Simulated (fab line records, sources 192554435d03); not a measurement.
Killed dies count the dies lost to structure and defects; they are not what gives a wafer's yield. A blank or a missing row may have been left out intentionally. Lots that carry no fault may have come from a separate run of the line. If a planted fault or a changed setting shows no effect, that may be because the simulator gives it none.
fab line records	flow n5Finfet
record: lots: 24	wafers: 72	lastDay: 21
route steps=1938 shown BEOL_M12@1602 BEOL_M13@1674
lots untouched by any fault: they come from a run of this same line in which no faults occurred
startH: start of the lot's first displayed wafer, in hours after the record's first day	waitH: time in hours since the lot's previous step	" identical to the entry in the row above	L1.1+2: a row that stands for several wafers	- no value, or no start was given	* or withheld: withheld	< > ~ a bound
route shown NAME@n: NAME is a module with steps in the file, n the number in the route of the first one	usual: the fault-free wafers' mean and standard deviation	same: alike in all rows	chamber/n: place in a boat	sites: the reading at each site	_std_site: how widely they spread, as a standard deviation	_edge_site: the outer-site mean with the inner-site mean subtracted	radiusMm: how far each site lies from the wafer's centre	mask NAME#n: copy n	behind: tool/chamber where the wafer was last shaped	hold: why the lot was held/for how many hours/how that ended	device: the n, p or np transistor that did not switch	end of line: the same wafers' tests at the end of the route	step lacking rows: just its recipe	killed: at the first sort, the dies lost to defects and structure; wafer yield is something else	map: a wafer's dies, x killed, . not, _ none there
set.NAME: setting as actually run; set.NAME@STEP: the setting as run at that earlier step	model.NAME: the simulator's own value behind a step, which no gauge read
the route's steps for a sample of lots (tables are steps, rows are wafers)
services: a tool's chamber out of use, with start hour (startH, from the record's first day; less than 0 if before it), hours out, and reason
== steps ==
step: N5_BEOL_M12_ILD_DEP_00
recipe: material: SiOC	targetThkA: 6589.2	tempC: 350	precursor: DEMS/O2	pressureTorr: 5	rfW: 500	timeS: 130.7
usual: heaterPowerW: 500/54	showerheadPlenumPTorr: 5.693/0.011	susceptorTempC: 350.00/0.21	throttleValvePct: 12.1/0.98
lot.wafer	tool	chamber	startH	waitH	heaterPowerW	showerheadPlenumPTorr	susceptorTempC	throttleValvePct
L074.1	pecvd-04	0	309.52	0.0	472	5.707	349.97	13.1
L074.4	"	0	"	"	499	5.704	349.64	13.3
L074.6	"	1	"	"	546	5.710	350.21	13.7
L077.2	pecvd-04	1	324.56	0.0	432	5.698	349.85	13.6
L077.3	"	2	"	"	540	5.683	349.78	11.1
L077.5	"	1	"	"	476	5.692	350.04	13.6
L075.2	pecvd-01	0	330.98	0.0	449	5.691	349.99	12.8
L075.3	"	2	"	"	509	5.691	350.32	11.4
L075.4	"	1	"	"	484	5.705	350.35	11.2
L076.2	pecvd-02	1	334.83	0.0	542	5.709	350.21	12.5
L076.4	"	2	"	"	483	5.687	350.09	11.1
L076.6	"	1	"	"	556	5.684	350.23	12.3
L078.2	pecvd-02	2	343.05	0.0	583	5.687	349.83	11.3
L078.4	"	2	"	"	614	5.682	349.71	11.2
L078.5	"	0	"	"	444	5.706	350.00	11.7
L080.2	pecvd-04	2	355.01	0.0	496	5.695	349.63	11.2
L080.4	"	0	"	"	452	5.696	349.89	13.0
L080.5	"	0	"	"	489	5.684	349.88	13.0
L082.3	pecvd-02	0	359.32	0.0	410	5.700	350.04	11.7
L082.4	"	2	"	"	482	5.669	349.90	11.1
L082.6	"	1	"	"	582	5.692	350.30	12.5
L079.4	pecvd-01	2	364.66	0.1	450	5.700	350.00	11.6
L079.5	"	0	"	"	383	5.680	349.58	12.6
L079.6	"	1	"	"	528	5.700	350.07	11.0
L086.2	pecvd-04	1	386.65	0.0	448	5.690	350.01	13.6
L086.3	"	0	"	"	533	5.698	349.86	13.3
L086.4	"	2	"	"	564	5.686	349.97	11.1
L081.3	pecvd-01	2	391.99	0.0	463	5.702	350.10	11.5
L081.5	"	0	"	"	458	5.684	350.15	13.0
L081.6	"	1	"	"	435	5.700	350.05	11.0
L083.2	pecvd-01	1	394.51	0.0	553	5.710	350.15	11.2
L083.3	"	0	"	"	407	5.679	349.94	12.7
L083.6	"	1	"	"	421	5.716	350.02	11.2
L084.1	pecvd-04	2	397.18	0.0	587	5.677	349.65	11.2
L084.4	"	1	"	"	541	5.705	350.12	13.7
L084.5	"	2	"	"	476	5.676	349.80	11.1
L090.3	pecvd-01	2	406.47	0.0	457	5.693	350.18	11.5
L090.4	"	2	"	"	489	5.693	349.86	11.7
L090.6	"	1	"	"	501	5.704	349.87	11.3
L085.2	pecvd-01	1	406.81	0.0	479	5.699	349.90	11.2
L085.3	"	2	"	"	504	5.697	349.73	11.7
L085.4	"	1	"	"	501	5.698	349.84	11.2
L089.1	pecvd-01	1	419.46	0.0	517	5.708	350.15	11.3
L089.2	"	0	"	"	433	5.692	349.84	12.8
L089.4	"	1	"	"	424	5.704	350.02	10.9
L087.1	pecvd-04	0	426.04	0.0	525	5.694	349.88	13.2
L087.2	"	2	"	"	496	5.686	350.34	11.3
L087.6	"	0	"	"	551	5.711	349.56	13.6
L088.2	pecvd-04	0	426.76	0.0	533	5.691	349.78	13.3
L088.5	"	0	"	"	545	5.698	350.02	12.9
L088.6	"	1	"	"	492	5.695	350.50	13.4
L091.3	pecvd-01	0	429.49	0.0	469	5.682	349.76	12.8
L091.4	"	1	"	"	435	5.691	350.37	11.1
L091.5	"	2	"	"	521	5.701	349.67	11.4
L096.1	pecvd-01	1	435.66	0.0	541	5.697	350.28	11.3
L096.2	"	0	"	"	474	5.684	350.49	12.7
L096.5	"	0	"	"	429	5.690	350.28	13.0
L092.2	pecvd-04	0	436.19	0.0	528	5.697	349.86	13.3
L092.3	"	2	"	"	581	5.691	350.19	11.0
L092.5	"	0	"	"	551	5.692	349.96	13.4
L094.2	pecvd-04	0	437.08	0.0	529	5.691	349.96	13.3
L094.3	"	2	"	"	578	5.692	350.41	11.4
L094.4	"	2	"	"	592	5.678	350.21	11.0
L093.2	pecvd-02	1	454.63	0.0	466	5.694	350.24	11.4
L093.3	"	2	"	"	520	5.675	349.94	11.4
L093.6	"	0	"	"	417	5.702	350.15	11.5
L095.1	pecvd-04	0	455.77	0.0	551	5.688	349.98	13.5
L095.2	"	1	"	"	523	5.691	349.92	13.9
L095.6	"	1	"	"	540	5.690	349.98	13.6
L097.4	pecvd-02	1	463.22	0.1	517	5.689	350.00	11.2
L097.5	"	0	"	"	362	5.701	349.60	11.4
L097.6	"	2	"	"	574	5.669	349.87	11.6
step: N5_BEOL_M12_ETCH_59
recipe: chemistry: N2/H2	target: BARC	targetDepthA: 890	overetchA: 267	timeS: 67.9	ionEnergyEv: 200	pressureMtorr: 30	sourceW: 840	biasW: 150	n2FlowSccm: 200	h2FlowSccm: 200
usual: drypumpMotorCurrentA: 5.70/0.16	oesProductAu: 0.67/0.06	rfVppV: 522.9/2.4	showerheadPlenumPTorr: 2.51/0.087	throttleValvePct: 17.9/0.31
lot.wafer	tool	chamber	startH	waitH	drypumpMotorCurrentA	oesProductAu	rfHoursCounterH	rfVppV	showerheadPlenumPTorr	throttleValvePct
L074.1	rieDiel-03	3	310.22	0.0	5.66	0.65	165	520.2	2.41	17.7
L074.4	"	1	"	"	5.78	0.65	-	520.3	2.42	18.1
L074.6	"	2	"	"	5.99	0.61	-	526.4	2.62	18.0
L077.2	rieDiel-01	1	325.25	0.0	5.55	0.68	119	527.5	2.66	18.0
L077.3	"	0	"	"	5.76	0.66	140	522.1	2.45	17.9
L077.5	"	3	"	"	5.86	0.76	-	522.0	2.49	17.6
L075.2	rieDiel-01	2	331.66	0.0	5.65	0.62	215	523.6	2.53	18.5
L075.3	"	0	"	"	5.72	0.66	143	520.9	2.44	17.9
L075.4	"	1	"	"	5.53	0.67	122	526.1	2.66	18.0
L076.2	rieDiel-01	3	335.51	0.0	5.86	0.75	39	523.5	2.49	17.6
L076.4	"	2	"	"	5.65	0.61	216	522.7	2.52	18.5
L076.6	"	2	"	"	5.65	0.61	-	523.9	2.52	18.5
L078.2	rieDiel-01	1	343.61	0.0	5.55	0.66	126	527.1	2.65	18.0
L078.4	"	0	"	"	5.74	0.66	147	520.3	2.44	17.9
L078.5	"	1	"	"	5.55	0.67	-	526.8	2.65	18.0
L080.2	rieDiel-04	0	355.74	0.0	5.90	0.71	70	520.3	2.46	17.9
L080.4	"	2	"	"	5.43	0.77	36	524.8	2.61	17.8
L080.5	"	2	"	"	5.43	0.76	-	525.7	2.61	17.8
L082.3	rieDiel-01	3	359.87	0.0	5.85	0.74	49	521.8	2.48	17.6
L082.4	"	0	"	"	5.74	0.66	152	520.7	2.44	17.9
L082.6	"	3	"	"	5.85	0.74	-	521.2	2.48	17.6
L079.4	rieDiel-03	1	365.16	0.0	5.77	0.63	187	520.1	2.41	18.1
L079.5	"	2	"	"	5.98	0.59	-	526.0	2.61	18.0
L079.6	"	3	"	"	5.65	0.63	-	520.4	2.40	17.7
L086.2	rieDiel-01	1	387.33	0.0	5.55	0.65	140	526.3	2.65	18.1
L086.3	"	3	"	"	5.88	0.73	57	521.2	2.48	17.6
L086.4	"	2	"	"	5.65	0.60	233	523.2	2.52	18.5
L081.3	rieDiel-03	1	392.66	0.0	5.77	0.62	196	519.3	2.41	18.1
L081.5	"	0	"	"	5.52	0.77	-	522.3	2.47	17.4
L081.6	"	1	"	"	5.79	0.63	-	520.4	2.41	18.1
L083.2	rieDiel-01	2	395.45	0.0	5.65	0.60	236	524.5	2.52	18.5
L083.3	"	1	"	"	5.53	0.65	143	524.8	2.65	18.1
L083.6	"	2	"	"	5.66	0.60	-	521.2	2.52	18.5
L084.1	rieDiel-03	0	397.86	0.0	5.55	0.76	22	521.4	2.47	17.4
L084.4	"	1	"	"	5.78	0.62	-	521.4	2.41	18.1
L084.5	"	3	"	"	5.64	0.63	-	521.3	2.39	17.7
L090.3	rieDiel-01	1	407.06	0.0	5.57	0.65	147	525.7	2.65	18.1
L090.4	"	0	"	"	5.74	0.65	168	522.6	2.43	18.0
L090.6	"	2	"	"	5.66	0.59	-	522.2	2.51	18.5
L085.2	rieDiel-01	0	407.36	0.0	5.74	0.65	168	520.6	2.43	17.9
L085.3	"	2	"	"	5.66	0.59	241	523.4	2.51	18.5
L085.4	"	1	"	"	5.56	0.65	148	528.0	2.64	18.1
L089.1	rieDiel-03	3	420.02	0.0	5.66	0.63	214	520.0	2.39	17.8
L089.2	"	0	"	"	5.54	0.74	32	523.0	2.46	17.4
L089.4	"	3	"	"	5.62	0.62	-	522.5	2.39	17.8
L087.1	rieDiel-01	0	426.94	0.0	5.76	0.64	177	520.2	2.43	18.0
L087.2	"	3	"	"	5.84	0.71	74	521.7	2.47	17.6
L087.6	"	1	"	"	5.55	0.65	-	527.0	2.64	18.1
L088.2	rieDiel-01	3	427.32	0.0	5.84	0.71	75	521.2	2.47	17.6
L088.5	"	0	"	"	5.76	0.64	-	520.2	2.43	17.9
L088.6	"	1	"	"	5.55	0.64	-	526.9	2.64	18.1
L091.3	rieDiel-03	2	430.21	0.0	5.97	0.81	6	525.5	2.60	17.6
L091.4	"	1	"	"	5.79	0.62	210	520.1	2.40	18.1
L091.5	"	0	"	"	5.52	0.74	-	522.7	2.46	17.5
L096.1	rieDiel-03	1	436.27	0.0	5.79	0.62	212	520.2	2.40	18.1
L096.2	"	2	"	"	5.96	0.80	7	524.7	2.60	17.6
L096.5	"	1	"	"	5.79	0.61	-	519.4	2.40	18.2
L092.2	rieDiel-01	0	436.75	0.0	5.76	0.64	181	521.4	2.43	18.0
L092.3	"	1	"	"	5.56	0.64	156	525.0	2.64	18.1
L092.5	"	3	"	"	5.86	0.71	-	521.1	2.47	17.6
L094.2	rieDiel-03	1	437.80	0.0	5.77	0.62	213	519.0	2.40	18.2
L094.3	"	2	"	"	5.96	0.79	9	524.5	2.60	17.6
L094.4	"	3	"	"	5.67	0.62	221	518.9	2.38	17.8
L093.2	rieDiel-04	1	455.24	0.0	5.92	0.69	92	520.4	2.47	17.9
L093.3	"	2	"	"	5.42	0.72	72	524.8	2.59	17.9
L093.6	"	2	"	"	5.42	0.73	-	523.4	2.59	17.9
L095.1	rieDiel-01	2	456.33	0.0	5.65	0.83	2	523.3	2.51	18.1
L095.2	"	3	"	"	5.89	0.70	87	522.1	2.47	17.7
L095.6	"	2	"	"	5.66	0.83	-	522.7	2.51	18.1
L097.4	rieDiel-04	1	463.72	0.0	5.89	0.69	95	521.5	2.47	17.9
L097.5	"	0	"	"	5.85	0.68	-	521.2	2.44	17.9
L097.6	"	1	"	"	5.91	0.69	-	521.5	2.47	17.9
step: N5_BEOL_M12_INSPECT_30
recipe: mode: adi	inspectInstrument: macro
usual: rawDefectCount: 1.9/1.4
lot.wafer	tool	chamber	startH	waitH	rawDefectCount
L074.1	defectInspect-02	-	311.06	0.0	5
L074.4	"	-	"	"	2
L074.6	"	-	"	"	4
L077.2	defectInspect-01	-	326.23	0.0	1
L077.3	"	-	"	"	2
L077.5	"	-	"	"	2
L075.2	defectInspect-02	-	332.63	0.0	1
L075.3	"	-	"	"	1
L075.4	"	-	"	"	1
L076.2	defectInspect-02	-	336.35	0.0	2
L076.4	"	-	"	"	2
L076.6	"	-	"	"	1
L078.2	defectInspect-02	-	344.70	0.1	1
L078.4	"	-	"	"	3
L078.5	"	-	"	"	3
L080.2	defectInspect-02	-	356.59	0.0	0
L080.4	"	-	"	"	2
L080.5	"	-	"	"	1
L082.3	defectInspect-01	-	360.73	0.0	3
L082.4	"	-	"	"	0
L082.6	"	-	"	"	1
L079.4	defectInspect-01	-	366.01	0.0	2
L079.5	"	-	"	"	3
L079.6	"	-	"	"	3
L086.2	defectInspect-01	-	388.18	0.0	2
L086.3	"	-	"	"	3
L086.4	"	-	"	"	1
L081.3	defectInspect-02	-	393.63	0.0	0
L081.5	"	-	"	"	3
L081.6	"	-	"	"	3
L083.2	defectInspect-02	-	396.29	0.0	2
L083.3	"	-	"	"	0
L083.6	"	-	"	"	2
L084.1	defectInspect-01	-	398.82	0.0	0
L084.4	"	-	"	"	1
L084.5	"	-	"	"	0
L090.3	defectInspect-02	-	408.02	0.0	3
L090.4	"	-	"	"	3
L090.6	"	-	"	"	2
L085.2	defectInspect-01	-	408.21	0.0	0
L085.3	"	-	"	"	1
L085.4	"	-	"	"	3
L089.1	defectInspect-02	-	420.99	0.0	1
L089.2	"	-	"	"	5
L089.4	"	-	"	"	2
L087.1	defectInspect-01	-	427.78	0.0	3
L087.2	"	-	"	"	6
L087.6	"	-	"	"	2
L088.2	defectInspect-02	-	428.17	0.0	2
L088.5	"	-	"	"	2
L088.6	"	-	"	"	3
L091.3	defectInspect-02	-	431.18	0.0	2
L091.4	"	-	"	"	1
L091.5	"	-	"	"	6
L096.1	defectInspect-01	-	437.11	0.0	1
L096.2	"	-	"	"	2
L096.5	"	-	"	"	2
L092.2	defectInspect-02	-	437.74	0.0	0
L092.3	"	-	"	"	5
L092.5	"	-	"	"	4
L094.2	defectInspect-01	-	438.64	0.0	1
L094.3	"	-	"	"	2
L094.4	"	-	"	"	2
L093.2	defectInspect-01	-	456.08	0.0	1
L093.3	"	-	"	"	3
L093.6	"	-	"	"	3
L095.1	defectInspect-01	-	457.29	0.0	0
L095.2	"	-	"	"	0
L095.6	"	-	"	"	2
L097.4	defectInspect-01	-	464.56	0.0	2
L097.5	"	-	"	"	2
L097.6	"	-	"	"	4
step: N5_BEOL_M12_OCD_MEAS_35
usual: trenchDepthNm: 317/6.8
lot.wafer	tool	chamber	startH	waitH	trenchDepthNm
L074.1	ocd-01	-	311.61	0.0	306
L074.4	"	-	"	"	309
L074.6	"	-	"	"	307
L077.2	ocd-01	-	327.12	0.0	309
L077.3	"	-	"	"	305
L077.5	"	-	"	"	310
L075.2	ocd-01	-	333.25	0.0	326
L075.3	"	-	"	"	323
L075.4	"	-	"	"	322
L076.2	ocd-01	-	336.91	0.0	314
L076.4	"	-	"	"	326
L076.6	"	-	"	"	313
L078.2	ocd-02	-	345.42	0.0	324
L078.4	"	-	"	"	314
L078.5	"	-	"	"	317
L080.2	ocd-01	-	357.17	0.0	318
L080.4	"	-	"	"	323
L080.5	"	-	"	"	315
L082.3	ocd-02	-	361.29	0.0	324
L082.4	"	-	"	"	312
L082.6	"	-	"	"	323
L079.4	ocd-02	-	366.56	0.0	313
L079.5	"	-	"	"	318
L079.6	"	-	"	"	318
L086.2	ocd-02	-	388.73	0.0	320
L086.3	"	-	"	"	321
L086.4	"	-	"	"	326
L081.3	ocd-01	-	394.18	0.0	328
L081.5	"	-	"	"	306
L081.6	"	-	"	"	312
L083.2	ocd-02	-	397.13	0.0	320
L083.3	"	-	"	"	321
L083.6	"	-	"	"	323
L084.1	ocd-01	-	399.38	0.0	321
L084.4	"	-	"	"	318
L084.5	"	-	"	"	325
L090.3	ocd-01	-	408.58	0.0	322
L090.4	"	-	"	"	313
L090.6	"	-	"	"	322
L085.2	ocd-02	-	408.76	0.0	325
L085.3	"	-	"	"	306
L085.4	"	-	"	"	330
L089.1	ocd-02	-	421.55	0.0	319
L089.2	"	-	"	"	325
L089.4	"	-	"	"	315
L087.1	ocd-01	-	428.41	0.0	329
L087.2	"	-	"	"	312
L087.6	"	-	"	"	314
L088.2	ocd-02	-	428.97	0.0	304
L088.5	"	-	"	"	326
L088.6	"	-	"	"	309
L091.3	ocd-02	-	431.73	0.0	322
L091.4	"	-	"	"	309
L091.5	"	-	"	"	313
L096.1	ocd-01	-	437.80	0.0	308
L096.2	"	-	"	"	325
L096.5	"	-	"	"	314
L092.2	ocd-02	-	438.31	0.0	327
L092.3	"	-	"	"	317
L092.5	"	-	"	"	317
L094.2	ocd-02	-	439.21	0.0	324
L094.3	"	-	"	"	313
L094.4	"	-	"	"	305
L093.2	ocd-01	-	456.64	0.0	306
L093.3	"	-	"	"	324
L093.6	"	-	"	"	308
L095.1	ocd-01	-	457.84	0.0	317
L095.2	"	-	"	"	325
L095.6	"	-	"	"	317
L097.4	ocd-02	-	465.48	0.0	315
L097.5	"	-	"	"	327
L097.6	"	-	"	"	319
step: N5_BEOL_M13_VIA_ETCH_16
recipe: chemistry: C4F8/O2/Ar	target: SiOC	pressureMtorr: 30	sourceW: 3000	biasW: 700	Ar_flow_sccm: 400	C4F8_flow_sccm: 15	O2_flow_sccm: 8	heInnerTorr: 15	heOuterTorr: 30	targetDepthA: 9217	timeS: withheld	ionEnergyEv: 250	ends: cleared
usual: drypumpMotorCurrentA: 5.6/0.43	mfcArSccm: 400.0/1.2	oesProductAu: 0.72/0.081	rfVppV: 666/3.3	showerheadPlenumPTorr: 3.43/0.11	throttleValvePct: 24.15/0.23
lot.wafer	tool	chamber	startH	waitH	drypumpMotorCurrentA	mfcArSccm	oesProductAu	rfVppV	showerheadPlenumPTorr	throttleValvePct
L074.1	rieDiel-02	1	316.01	0.0	6.4	400.6	0.70	669	3.56	24.05
L074.4	"	3	"	"	5.7	399.4	0.71	661	3.28	24.38
L074.6	"	2	"	"	5.0	398.6	0.62	669	3.47	24.10
L077.2	rieDiel-06	3	332.79	0.0	6.1	400.0	0.80	667	3.49	24.28
L077.3	"	2	"	"	5.5	401.0	0.90	663	3.39	23.86
L077.5	"	3	"	"	6.1	400.1	0.80	666	3.49	24.27
L075.2	rieDiel-05	3	337.63	0.0	5.8	399.6	0.63	660	3.25	24.08
L075.3	"	0	"	"	5.0	399.5	0.63	660	3.24	24.27
L075.4	"	1	"	"	5.6	402.1	0.62	667	3.51	24.45
L076.2	rieDiel-06	2	342.78	0.0	5.5	400.5	0.88	666	3.39	23.87
L076.4	"	0	"	"	5.8	399.2	0.67	666	3.40	24.43
L076.6	"	1	"	"	5.6	397.9	0.70	669	3.52	23.78
L078.2	rieDiel-06	1	349.71	0.0	5.5	400.6	0.68	670	3.52	23.80
L078.4	"	0	"	"	5.8	400.0	0.67	665	3.40	24.42
L078.5	"	3	"	"	6.0	399.1	0.79	665	3.48	24.27
L080.2	rieDiel-06	3	360.00	0.0	6.0	399.7	0.78	667	3.48	24.28
L080.4	"	0	"	"	5.8	400.7	0.66	666	3.40	24.44
L080.5	"	1	"	"	5.6	400.0	0.68	671	3.52	23.77
L082.3	rieDiel-02	1	363.67	0.0	6.4	397.5	0.69	669	3.55	24.06
L082.4	"	3	"	"	5.7	402.4	0.70	662	3.27	24.42
L082.6	"	1	"	"	6.4	396.8	0.68	670	3.55	24.09
L079.4	rieDiel-02	3	376.25	0.0	5.7	400.3	0.70	661	3.27	24.44
L079.5	"	3	"	"	5.7	398.9	0.70	662	3.27	24.43
L079.6	"	2	"	"	5.0	400.8	0.82	668	3.46	23.84
L086.2	rieDiel-06	3	391.80	0.0	6.0	401.0	0.78	666	3.48	24.29
L086.3	"	1	"	"	5.6	401.2	0.69	670	3.51	23.80
L086.4	"	2	"	"	5.6	400.6	0.84	663	3.38	23.88
L081.3	rieDiel-06	2	398.15	0.0	5.5	398.6	0.84	662	3.38	23.88
L081.5	"	0	"	"	5.8	399.8	0.65	665	3.39	24.43
L081.6	"	1	"	"	5.6	401.3	0.69	669	3.51	23.81
L083.2	rieDiel-06	2	403.12	0.0	5.6	398.6	0.83	664	3.38	23.89
L083.3	"	1	"	"	5.5	398.8	0.67	669	3.51	23.81
L083.6	"	1	"	"	5.5	398.1	0.68	669	3.51	23.81
L084.1	rieDiel-05	3	403.58	0.0	5.7	401.4	0.61	660	3.24	24.10
L084.4	"	0	"	"	5.0	400.2	0.61	661	3.23	24.32
L084.5	"	2	"	"	6.1	399.7	0.65	667	3.55	24.27
L090.3	rieDiel-02	0	412.72	0.0	4.8	401.8	0.79	670	3.58	24.34
L090.4	"	1	"	"	6.4	399.6	0.68	669	3.54	24.10
L090.6	"	3	"	"	5.7	398.7	0.69	661	3.26	24.45
L085.2	rieDiel-06	3	413.50	0.0	6.0	400.7	0.76	666	3.47	24.30
L085.3	"	2	"	"	5.5	400.3	0.83	663	3.38	23.89
L085.4	"	3	"	"	6.0	399.4	0.76	667	3.47	24.30
L089.1	rieDiel-05	0	428.62	0.0	5.0	399.8	0.61	660	3.22	24.34
L089.2	"	1	"	"	5.6	399.6	0.83	668	3.50	24.16
L089.4	"	3	"	"	5.8	400.2	0.60	661	3.24	24.10
L087.1	rieDiel-02	2	431.64	0.0	5.0	401.8	0.81	666	3.46	23.88
L087.2	"	1	"	"	6.4	400.3	0.68	670	3.54	24.10
L087.6	"	3	"	"	5.7	399.1	0.69	661	3.26	24.46
L088.2	rieDiel-05	3	432.10	0.0	5.7	398.9	0.60	660	3.23	24.11
L088.5	"	3	"	"	5.7	399.4	0.61	660	3.24	24.11
L088.6	"	0	"	"	5.0	399.2	0.61	659	3.22	24.32
L091.3	rieDiel-05	3	436.45	0.0	5.7	398.4	0.61	660	3.23	24.12
L091.4	"	1	"	"	5.6	400.9	0.82	668	3.50	24.16
L091.5	"	2	"	"	6.1	398.6	0.64	669	3.55	24.29
L096.1	rieDiel-02	0	447.20	0.0	4.8	400.8	0.78	670	3.57	24.38
L096.2	"	2	"	"	5.0	400.1	0.78	667	3.45	23.88
L096.5	"	2	"	"	5.0	399.9	0.79	667	3.45	23.87
L092.2	rieDiel-06	0	451.29	0.0	5.8	401.8	0.64	664	3.38	24.46
L092.3	"	2	"	"	5.5	399.5	0.82	663	3.37	23.90
L092.5	"	3	"	"	6.0	400.1	0.76	668	3.46	24.32
L094.2	rieDiel-06	2	451.84	0.0	5.5	399.4	0.81	664	3.37	23.90
L094.3	"	1	"	"	5.6	399.3	0.66	668	3.50	23.84
L094.4	"	3	"	"	6.0	399.3	0.76	665	3.46	24.31
L093.2	rieDiel-02	1	460.48	0.0	6.4	400.1	0.66	670	3.53	24.11
L093.3	"	2	"	"	5.0	399.5	0.78	667	3.45	23.88
L093.6	"	2	"	"	5.0	397.6	0.77	667	3.45	23.88
L095.1	rieDiel-05	3	460.89	0.0	5.7	400.0	0.60	660	3.23	24.14
L095.2	"	1	"	"	5.6	399.3	0.80	666	3.50	24.17
L095.6	"	2	"	"	6.1	401.2	0.64	668	3.54	24.29
L097.4	rieDiel-02	3	467.96	0.1	5.7	398.6	0.68	661	3.25	24.46
L097.5	"	2	"	"	5.0	400.7	0.77	668	3.45	23.90
L097.6	"	0	"	"	4.8	399.8	0.76	670	3.57	24.40
step: N5_BEOL_M13_THK_MEAS_50
recipe: thkMeasGauge: xrf	reads: Cu_of_BEOL_M13_ECD_47
usual: M13_THK: 420/10
lot.wafer	tool	chamber	startH	waitH	M13_THK[nm]
L074.1	filmMetro-01	-	325.98	-	419
L074.4	"	-	"	"	415
L074.6	"	-	"	"	413
L077.2	filmMetro-02	-	339.47	-	438
L077.3	"	-	"	"	426
L077.5	"	-	"	"	437
L075.2	filmMetro-02	-	342.39	-	417
L075.3	"	-	"	"	431
L075.4	"	-	"	"	420
L076.2	filmMetro-01	-	347.81	-	413
L076.4	"	-	"	"	436
L076.6	"	-	"	"	426
L078.2	filmMetro-01	-	354.92	-	417
L078.4	"	-	"	"	417
L078.5	"	-	"	"	403
L080.2	filmMetro-01	-	363.16	-	403
L080.4	"	-	"	"	419
L080.5	"	-	"	"	402
L082.3	filmMetro-02	-	375.58	-	415
L082.4	"	-	"	"	439
L082.6	"	-	"	"	438
L079.4	filmMetro-02	-	381.98	-	417
L079.5	"	-	"	"	435
L079.6	"	-	"	"	418
L086.2	filmMetro-01	-	397.53	-	421
L086.3	"	-	"	"	407
L086.4	"	-	"	"	420
L081.3	filmMetro-01	-	402.45	-	422
L081.5	"	-	"	"	424
L081.6	"	-	"	"	425
L083.2	filmMetro-01	-	407.67	-	425
L083.3	"	-	"	"	399
L083.6	"	-	"	"	418
L084.1	filmMetro-01	-	407.92	-	424
L084.4	"	-	"	"	425
L084.5	"	-	"	"	425
L090.3	filmMetro-01	-	419.80	-	404
L090.4	"	-	"	"	416
L090.6	"	-	"	"	402
L085.2	filmMetro-01	-	420.05	-	430
L085.3	"	-	"	"	417
L085.4	"	-	"	"	418
L089.1	filmMetro-02	-	436.28	-	436
L089.2	"	-	"	"	409
L089.4	"	-	"	"	417
L087.1	filmMetro-02	-	437.96	-	428
L087.2	"	-	"	"	432
L087.6	"	-	"	"	426
L088.2	filmMetro-01	-	438.54	-	416
L088.5	"	-	"	"	411
L088.6	"	-	"	"	397
L091.3	filmMetro-01	-	443.97	-	422
L091.4	"	-	"	"	421
L091.5	"	-	"	"	400
L096.1	filmMetro-02	-	452.58	-	421
L096.2	"	-	"	"	434
L096.5	"	-	"	"	427
L092.2	filmMetro-01	-	456.87	-	423
L092.3	"	-	"	"	399
L092.5	"	-	"	"	398
L094.2	filmMetro-01	-	458.83	-	402
L094.3	"	-	"	"	421
L094.4	"	-	"	"	421
L093.2	filmMetro-02	-	464.42	-	427
L093.3	"	-	"	"	415
L093.6	"	-	"	"	439
L095.1	filmMetro-02	-	464.71	-	428
L095.2	"	-	"	"	430
L095.6	"	-	"	"	429
L097.4	filmMetro-02	-	475.37	-	418
L097.5	"	-	"	"	415
L097.6	"	-	"	"	423
== services ==
tool	chamber	startH	hours	kind
rieDiel-06	0	285.76	6.9	repair
rieDiel-03	3	289.92	5.3	repair
rieDiel-06	2	292.73	-	clean
rieDiel-06	2	292.73	-	consumableReplace:focusRing
rieDiel-06	2	292.73	33.7	scheduledDown
rieDiel-04	0	298.90	4.3	repair
rieDiel-04	2	332.82	4.0	repair
rieDiel-05	0	344.40	2.8	repair
rieDiel-02	1	367.74	5.0	repair
pecvd-02	2	391.50	18.6	repair
rieDiel-01	0	394.03	3.4	repair
rieDiel-06	0	401.30	8.8	repair
rieDiel-04	3	403.00	26.1	repair
rieDiel-01	1	409.37	8.5	repair
rieDiel-06	0	411.47	6.5	repair
rieDiel-02	2	417.51	2.8	repair
rieDiel-03	1	417.77	8.0	repair
rieDiel-01	2	426.22	-	clean
rieDiel-01	2	426.22	-	consumableReplace:focusRing
rieDiel-01	2	426.22	24.0	scheduledDown
rieDiel-01	2	426.22	24.0	ventCycle
rieDiel-06	2	431.53	15.6	repair
rieDiel-03	2	439.39	1.4	repair
pecvd-01	-	447.47	14.6	pm
== key ==
fault none
